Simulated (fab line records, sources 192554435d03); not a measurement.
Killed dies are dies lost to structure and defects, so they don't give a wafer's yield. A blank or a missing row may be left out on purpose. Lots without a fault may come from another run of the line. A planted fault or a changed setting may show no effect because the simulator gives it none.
A struck lot beside a sound one | flow n5_finfet | 15 steps out of a route of 1938
Sound: wafers L482.2, L482.3, L482.5. Struck: wafers L494.4, L494.5, L494.6. The cause comes at the end.
At each step with rows: each side's tool, then ch and its chambers, then its first start. Under that, the readings that differ: sound wafers | struck wafers | difference of the means | sigmas: that difference in standard deviations of wafers without a fault.
alike: readings whose means differ by less than 2 such deviations, and words and numbers that are the same on both sides. not compared: withheld readings, readings that some wafer has no value for, bounds like >300 that may hide the same value, and numbers for which the record gives no deviation and whose values overlap.
The two part at a step that has a row with sigmas, a row that says differs or no value, or rows on one side only. Numbers that don't overlap but have no deviation are shown without sigmas and don't part them. A reading that every wafer of one side lacks parts them only if that side has two wafers or more.

N5_BEOL_M6_RS_MEAS_57: measures by four-point-probe.
  sound on film_metro-02, day 9 02:11; struck on film_metro-01, day 11 23:47
  alike: M6_RS
N5_BEOL_M6_INSPECT_58: inspects for defects (darkfield).
  sound on defect_inspect-02, day 9 02:13; struck on defect_inspect-01, day 11 23:49
  alike: raw_defect_count
N5_BEOL_M7_ILD_DEP_00: deposits SiCOH lowk from DEMS/porogen, target thk 179.75 nm, time 33.4 s.
  sound on pecvd-01 ch 0,1,2, day 9 02:14; struck on pecvd-01 ch 0,1,2, day 11 23:52
  alike: heater_power_w, showerhead_plenum_p_Torr, throttle_valve_pct
N5_BEOL_M7_CURE_74: cures SiCOH lowk, time 240 s.
  sound on uv_cure-02 ch 0, day 9 02:23; struck on uv_cure-02 ch 2, day 12 00:09
  alike: lamp_power_pct, wafer_temp_C_max
N5_BEOL_M7_THK_MEAS_01:
  sound on film_metro-02, day 9 02:49; struck on film_metro-02, day 12 00:25
  alike: M7_ILD_THK
N5_BEOL_M7_PECVD_70: deposits SiO2 from TEOS/O2, target thk 20 nm, time 22.7 s.
  sound on pecvd-01 ch 0,1,2, day 9 02:52; struck on pecvd-04 ch 0,1, day 12 00:29
  alike: heater_power_w, showerhead_plenum_p_Torr, throttle_valve_pct
N5_BEOL_M7_HM_DEP_02: deposits TiN, target thk 20 nm.
  sound on pvd_sputter-02, day 9 02:55; struck on pvd_sputter-01, day 12 02:14
  reading                | sound          | struck         | difference | sigmas
  throttle_valve_pct (%) | 30.2 29.0 30.9 | 27.0 27.1 28.4 | -2.5       | -2
then, 5 steps without rows for these wafers: N5_BEOL_M7_COAT_59 (time 60 s, resist thk 100 nm); N5_BEOL_M7_COAT_60 (time 60 s, resist thk 35 nm); N5_BEOL_M7_COAT_05 (resist thk 90 nm); N5_BEOL_M7_EBR_07; N5_BEOL_M7_SOFTBAKE_06 (time 60 s).
N5_BEOL_M7_EXPOSE_08: exposes mask M7.
  sound on arfi_scanner-02 ch 0, day 9 03:10; struck on arfi_scanner-02 ch 0, day 12 02:30
  reading                         | sound       | struck | difference | sigmas
  model.BEOL_M7.overlay_x_nm (nm) | 0.6 0.6 0.6 | 2 2 2  | +1         |
  alike: mask
then, 1 step without rows for these wafers: N5_BEOL_M7_PEB_09 (peb time 60 s).
-- the record jumps here: 3 days lie between the struck wafers' starts before and after (it left off in module BEOL_M7 and takes up again in module PASSIVATION, whose first step shown is number 1936 of the route) --
N5_PASSIVATION_PROBE_49:
  the record has rows for the struck wafers here (prober-02, day 15 11:33) and none for the sound ones

WHERE THEY PART
First at N5_BEOL_M7_HM_DEP_02; last, within this record, at N5_PASSIVATION_PROBE_49.

WHY: what the simulator had put in
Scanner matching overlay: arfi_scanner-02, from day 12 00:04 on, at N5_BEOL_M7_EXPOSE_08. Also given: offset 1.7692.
